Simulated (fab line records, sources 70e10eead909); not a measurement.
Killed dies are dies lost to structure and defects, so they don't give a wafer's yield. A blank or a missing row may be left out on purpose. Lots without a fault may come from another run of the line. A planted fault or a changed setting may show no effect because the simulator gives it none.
Problem report in the 8D (eight disciplines) form, filled by code | flow nand_harc | the parts of the form that need people (team, actions taken, sign-off) are left out

1. THE PROBLEM
cd_nm at NHARC_A_BLC_CD_MEAS_10 reads a mean of 113.6 nm on 3 wafers of 3 lots; wafers without a fault read 100.2 nm with a standard deviation of 0.56. That is +24 standard deviations from the usual mean.
The step: target cd 100 nm.
First seen on wafer L301.3, day 30 16:31, on cd_sem-02. The record holds 33 wafers of 11 lots with a number at this step. Rule for "out", or "out of limits": more than 4 standard deviations from the usual mean. The other wafers with a number count as sound.

2. WHAT IT IS AND WHAT IT IS NOT
question                    | is                     | is not
which readings at this step | cd_nm                  | -
which lots                  | L301, L303, L304       | L284, L285, L286, L287, L291, L293, L300, L302
which wafers of those lots  | L301.3, L303.3, L304.2 | L301.1, L301.6, L303.1, L303.4, L304.4, L304.5
read on which gauges        | cd_sem-01, cd_sem-02   | cd_sem-03
when                        | from day 30 16:31      | up to then (23 sound wafers); but 7 sound wafers of L302, L303, L304 came after

3. SUSPECTS, AND WHAT RULES EACH OUT
Counting: a tool at a process step up to the reading stays a suspect if it ran every lot that is out. Sound lots after the first of them don't rule it out here, since some wafers of a struck lot are sound.
- the gauge at NHARC_A_BLC_CD_MEAS_10: ruled out. The wafers that are out were read on 2 gauges (cd_sem-01, cd_sem-02).
- litho_track-06 at NHARC_A_BLC_PEB_08 (peb time 65 s): kept. It ran every lot that is out, first L301 (day 30 16:27); its last sound lot up to then is L300 (day 30 05:18).
Left after counting: litho_track-06 at NHARC_A_BLC_PEB_08.

4. THE CAUSE (what the simulator had put in)
Process parameter drift: litho_track-06, from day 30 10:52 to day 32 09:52, at NHARC_A_BLC_PEB_08. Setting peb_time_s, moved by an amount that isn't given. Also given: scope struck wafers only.
Counting left only this tool.

5. THE CHAIN OF EFFECTS, in route order
Each row: a reading whose mean over the struck wafers that have a number lies more than 3 standard deviations from the usual. Only readings for which the record gives a usual standard deviation are gone through. hours: the time from each lot's start at the first step in this table that gives one to its start at this step, as a median over the lots. sigmas: the change in usual standard deviations.
hours | step                   | reading | usual    | on struck wafers | change | sigmas
0     | NHARC_A_BLC_CD_MEAS_10 | cd_nm   | 100.2 nm | 113.6            | +13.4  | +24
Later measuring or inspecting steps at which every struck wafer that the step has a row for has a number for every such reading, and none has moved that far: NHARC_END_SORT_01.

6. WHAT WOULD HAVE CAUGHT IT SOONER
In this record the first reading out of limits at a measuring or inspecting step was taken at day 30 16:31, 6 hours after the fault began at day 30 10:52.
Of the tool readings at NHARC_A_BLC_PEB_08 for which the record gives a usual standard deviation, none was out on any struck wafer, so an alarm limit of 4 standard deviations on them would not have fired.
Of the lots that are out (3), L303, L304 began NHARC_A_BLC_PEB_08 on litho_track-06 after day 30 16:31. A hold on the tool at that time would have spared those 2.
